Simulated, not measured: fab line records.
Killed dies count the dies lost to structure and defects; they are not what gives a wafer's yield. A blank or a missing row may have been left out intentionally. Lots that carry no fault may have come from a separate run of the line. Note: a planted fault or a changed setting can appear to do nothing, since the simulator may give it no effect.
Chamber matching :: flow nand_harc :: 3 sister chambers for NHARC_A_CONTACT_DEP_24 on pecvd-02
The step deposits SiO2, target thk 500 nm. 3 wafers are shown with their chamber, then 7 later ones without.

EACH WAFER AND ITS CHAMBER
wafer: L326.6
chamber: 0
heater_power_w (W): 470

wafer: L328.3
chamber: 1
heater_power_w (W): 581

wafer: L331.4
chamber: 2
heater_power_w (W): 743

WAFERS WITH NO CHAMBER GIVEN
wafer: L331.5
heater_power_w (W): 418

wafer: L332.1
heater_power_w (W): 744

wafer: L332.2
heater_power_w (W): 409

wafer: L332.4
heater_power_w (W): 756

wafer: L333.3
heater_power_w (W): 560

wafer: L333.5
heater_power_w (W): 426

wafer: L333.6
heater_power_w (W): 547

WHICH CHAMBER EACH ONE RAN IN
wafer: L331.5
from the rows above: 0
in truth: 0

wafer: L332.1
from the rows above: 2
in truth: 2

wafer: L332.2
from the rows above: 0
in truth: 0

wafer: L332.4
from the rows above: 2
in truth: 2

wafer: L333.3
from the rows above: can't be placed: 1 or 0
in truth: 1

wafer: L333.5
from the rows above: 0
in truth: 0

wafer: L333.6
from the rows above: can't be placed: 1 or 0
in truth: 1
5 of 7 placed correctly. From these rows, 2 cannot be placed; in 2 the true chamber is one of the candidates. Placed wrongly: 0.
How it was worked out, from the rows above alone: a wafer's distance from a chamber is the root of the sum, over the readings, of the square of ((its reading less the chamber's mean) divided by the reading's scatter). The wafer belongs to the nearest chamber; if the next one is less than 2 further off, it can't be placed. Each chamber's mean is taken over the wafers shown for it. The scatter (one wafer shown for each chamber): square how far every hidden wafer sits from the nearest shown wafer, average those squares and take the square root.
